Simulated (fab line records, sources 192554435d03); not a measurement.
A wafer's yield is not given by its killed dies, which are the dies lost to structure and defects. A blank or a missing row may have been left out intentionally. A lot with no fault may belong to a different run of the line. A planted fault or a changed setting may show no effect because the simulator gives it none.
3 desks, one fault / flow n5Finfet / each desk holds nothing but its own numbers, with what lay behind them at the end

## THE DEFECT DESK
Per lot, the means of the sampled wafers with a number show what the inspections along the route counted. If a lot's mean is further than 4 standard deviations from the usual mean, the lot is out of limits and carries the mark OUT (the distance appears in the brackets).
Columns: A = rawDefectCount at N5_WELL_APT_INSPECT_10, usual 2.2
lot=L839; first seen here=day 1 19:44; A=3.0
lot=L840; first seen here=day 2 01:45; A=2.0
lot=L841; first seen here=day 2 07:52; A=2.0
lot=L842; first seen here=day 2 14:47; A=2.3
lot=L844; first seen here=day 3 01:44; A=3.3
lot=L845; first seen here=day 3 07:53; A=2.3
lot=L847; first seen here=day 3 19:58; A=2.3
lot=L852; first seen here=day 5 01:52; A=2.3
lot=L854; first seen here=day 5 14:54; A=1.3
lot=L860; first seen here=day 7 01:43; A=2.7
Finding of this desk: none of the 10 lots has anything out of limits.

## THE METROLOGY DESK
What the gauges read, lot by lot, whatever tool the lot ran on: means of the sampled wafers that have a number. If a lot's mean is further than 4 standard deviations from the usual mean, the lot is out of limits and carries the mark OUT (the distance appears in the brackets). Of its 11 readings 7 are shown: the one that was out of limits first, and those that lie furthest out on some lot.
Columns: A = CJ_N at N5_BEOL_M4_RC_MEAS_101, usual 4.36; B = DIBL_P at N5_BEOL_M4_RC_MEAS_101, usual 35.8 mV/V; C = IOFF_N at N5_BEOL_M4_RC_MEAS_101, usual 0.152 nA/um; D = ION_N at N5_BEOL_M4_RC_MEAS_101, usual 672 uA/um; E = SS_N at N5_BEOL_M4_RC_MEAS_101, usual 71.5 mV/dec; F = VT_N at N5_BEOL_M4_RC_MEAS_101, usual 250.0 mV; G = VT_P at N5_BEOL_M4_RC_MEAS_101, usual -250.6 mV
lot=L840; first seen here=day 8 23:56; A=4.39; B=34.9; C=0.144; D=674; E=71.5; F=247.9; G=-249.4
lot=L839; first seen here=day 9 00:26; A=4.44; B=37.4; C=0.165; D=685; E=72.5; F=250.5; G=-253.0
lot=L841; first seen here=day 9 06:34; A=4.41; B=33.1; C=0.130; D=669; E=71.3; F=252.3; G=-247.8
lot=L842; first seen here=day 9 07:11; A=4.36; B=36.5; C=0.159; D=677; E=71.5; F=246.4; G=-248.4
lot=L844; first seen here=day 9 23:45; A=4.36; B=36.4; C=0.152; D=680; E=71.5; F=250.6; G=-250.1
lot=L845; first seen here=day 10 09:29; A=4.37; B=36.2; C=0.146; D=676; E=71.2; F=249.3; G=-247.9
lot=L847; first seen here=day 10 14:46; A=4.35; B=35.6; C=0.155; D=673; E=71.6; F=249.5; G=-252.7
lot=L852; first seen here=day 12 02:23; A=4.78 (+6.7) OUT; B=37.0; C=0.147; D=666; E=71.5; F=249.4; G=-250.8
lot=L854; first seen here=day 12 05:37; A=4.78 (+6.7) OUT; B=34.9; C=0.124; D=661; E=71.1; F=253.8; G=-255.3
lot=L860; first seen here=day 14 04:25; A=4.38; B=34.4; C=0.171; D=677; E=71.4; F=247.2; G=-249.6
This desk reports L852, L854 out of limits; the earliest was L852 at day 12 02:23 (CJ_N at N5_BEOL_M4_RC_MEAS_101). Within limits: L840, L839, L841, L842, L844, L845, L847, L860.

## DESK OF THE TOOL OWNER: implanter-01
The tool's own readings at N5_WELL_APT_IMPLANT_32: means of the sampled wafers that have a number, for each lot that ran on this tool. If a lot's mean is further than 4 standard deviations from the usual mean, the lot is out of limits and carries the mark OUT (the distance appears in the brackets).
Columns: A = doseIonsCm2 at N5_WELL_APT_IMPLANT_32, usual 2.0003e+13; B = faradayCurrentUA at N5_WELL_APT_IMPLANT_32, usual 254
lot=L839; first seen here=day 1 21:23; A=2.0006e+13; B=257
lot=L840; first seen here=day 2 03:21; A=2.0019e+13; B=253
lot=L841; first seen here=day 2 09:29; A=2.0021e+13; B=254
lot=L842; first seen here=day 2 16:29; A=2.0015e+13; B=263
lot=L852; first seen here=day 5 03:28; A=2.4252e+13 (+99 or more) OUT; B=309 (+11) OUT
lot=L854; first seen here=day 5 16:28; A=2.4237e+13 (+99 or more) OUT; B=301 (+9.3) OUT
This desk finds L852, L854 out of limits, L852 being first, at day 5 03:28 (doseIonsCm2 at N5_WELL_APT_IMPLANT_32). Within limits: L839, L840, L841, L842.

## TAKEN TOGETHER
An alarm could have come from the tool owner's desk at day 5 03:28, on L852, L854.
Metrology desk: alarm possible at day 12 02:23 on L852, L854.
Nothing out of limits was seen by the defect desk.
The defect desk has L852, L854 on record, within its limits.
All the named lots went through N5_WELL_APT_IMPLANT_32 on implanter-01.

## WHAT THE SIMULATOR PUT IN
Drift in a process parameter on implanter-01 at N5_WELL_APT_IMPLANT_32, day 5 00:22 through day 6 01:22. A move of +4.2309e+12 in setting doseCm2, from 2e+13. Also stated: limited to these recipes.
Struck lots among those shown: L852, L854.
Delay (hours) between the fault's onset and each desk's first out-of-limits reading: 3 at the tool owner's desk, 170 at the metrology desk.
